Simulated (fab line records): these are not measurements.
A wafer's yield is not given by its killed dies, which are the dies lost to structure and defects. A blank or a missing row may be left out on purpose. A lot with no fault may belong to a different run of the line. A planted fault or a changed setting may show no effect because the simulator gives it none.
Code-filled problem report in 8D (eight disciplines) form ; flow n5_finfet ; the parts of the form that need people (team, actions taken, sign-off) are left out

== 1. WHAT WENT WRONG ==
At N5_PASSIVATION_PROBE_49, killed_at_M4_up averages 428 over 2 wafers from 2 lots, while fault-free wafers read 13, standard deviation 5.1. That is +81 standard deviations from the usual mean.
First observed at day 18 02:27: wafer L390.3, on prober-01. The record has a number at this step for 5 wafers belonging to 2 lots. By rule, "out" or "out of limits" means more than 4 standard deviations away from the usual mean. The other wafers with a number count as sound.

== 2. WHAT IT IS AND WHAT IT IS NOT ==
question;is;is not
which readings at this step;killed_at_M4_up, defect_limited_yield, killed_dies, killed_on_rim, sort_bin_5_function, sort_bin_6_memory, sort_n_pass, sort_yield_pct;killed_at_M0_to_M3, killed_at_contacts, killed_at_front_end, killed_at_other, killed_open
which lots;L390, L392;-
which wafers of those lots;L390.3, L392.1;L390.2, L390.6, L392.6
read on which tools;prober-01;-
when;from day 18 02:27;"up to then (1 sound wafer); but 2 sound wafers of L390, L392 came after"

== 3. THE SUSPECTS, EACH WITH WHAT RULES IT OUT ==
Counting: if a tool at a process step up to the reading ran every lot that is out, it stays a suspect. Sound lots after the first of them don't rule it out here, since some wafers of a struck lot are sound.
- ecd_cu-02 at N5_BEOL_M5_ECD_50 (material Cu, target thk 300 nm): kept. It ran every lot that is out, first L390 (day 14 07:20).
- pvd_sputter-02 at N5_PASSIVATION_PRE_CLEAN_19: kept. It ran every lot that is out, first L390 (day 17 20:14).
- rie_metal-01 at N5_PASSIVATION_AL_ETCH_33 (etches Al in Cl2/BCl3, stops on TaN, target depth 2800 nm, time 466.7 s): kept. It ran every lot that is out, first L390 (day 17 21:01).
- prober-01 at N5_PASSIVATION_PROBE_49: kept. It ran every lot that is out, first L390 (day 18 02:24). On those wafers its own readings are out: defect_limited_yield, killed_at_M4_up, killed_dies, killed_on_rim, sort_bin_5_function, sort_bin_6_memory, sort_n_pass, sort_yield_pct.
Left after counting: ecd_cu-02 at N5_BEOL_M5_ECD_50, pvd_sputter-02 at N5_PASSIVATION_PRE_CLEAN_19, rie_metal-01 at N5_PASSIVATION_AL_ETCH_33, prober-01 at N5_PASSIVATION_PROBE_49.

== 4. THE CAUSE (what the simulator had put in) ==
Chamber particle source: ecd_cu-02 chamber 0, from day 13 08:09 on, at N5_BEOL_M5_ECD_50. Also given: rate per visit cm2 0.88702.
Counting leaves 4 suspects; this tool is one of them.

== 5. SEQUENCE OF EFFECTS, ordered by route ==
Each row: a reading whose mean over the struck wafers that have a number lies more than 3 standard deviations from the usual. Only readings whose record carries a usual standard deviation are examined. hours: median over the lots of the time between each lot's start at the first step of this table that gives one and its start at this step. sigmas: the change, counted in usual standard deviations.
hours;step;reading;usual;on struck wafers;change;sigmas
0;N5_PASSIVATION_PROBE_49;defect_limited_yield;91.2 %;56.2;-35.0;-25
0;N5_PASSIVATION_PROBE_49;killed_at_M4_up;13;428;+416;+81
0;N5_PASSIVATION_PROBE_49;killed_dies;104;516;+412;+26
0;N5_PASSIVATION_PROBE_49;killed_on_rim;14;68;+54;+14
0;N5_PASSIVATION_PROBE_49;sort_bin_5_function;5.1 %;26.4;+21.2;+23
0;N5_PASSIVATION_PROBE_49;sort_bin_6_memory;3.3 %;14.4;+11.1;+16
0;N5_PASSIVATION_PROBE_49;sort_n_pass;1076;664;-412;-26
0;N5_PASSIVATION_PROBE_49;sort_yield_pct;91.2 %;56.2;-35.0;-25
The process steps in it:
- N5_PASSIVATION_PROBE_49

== 6. WHAT WOULD HAVE CAUGHT IT SOONER ==
The fault began at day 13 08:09; the first out-of-limits reading in this record came at day 18 02:27, 114 hours later.
All the lots that are out (2) had begun N5_BEOL_M5_ECD_50 on ecd_cu-02 by day 18 02:27. Tool hold at that time: it would have spared none of them.
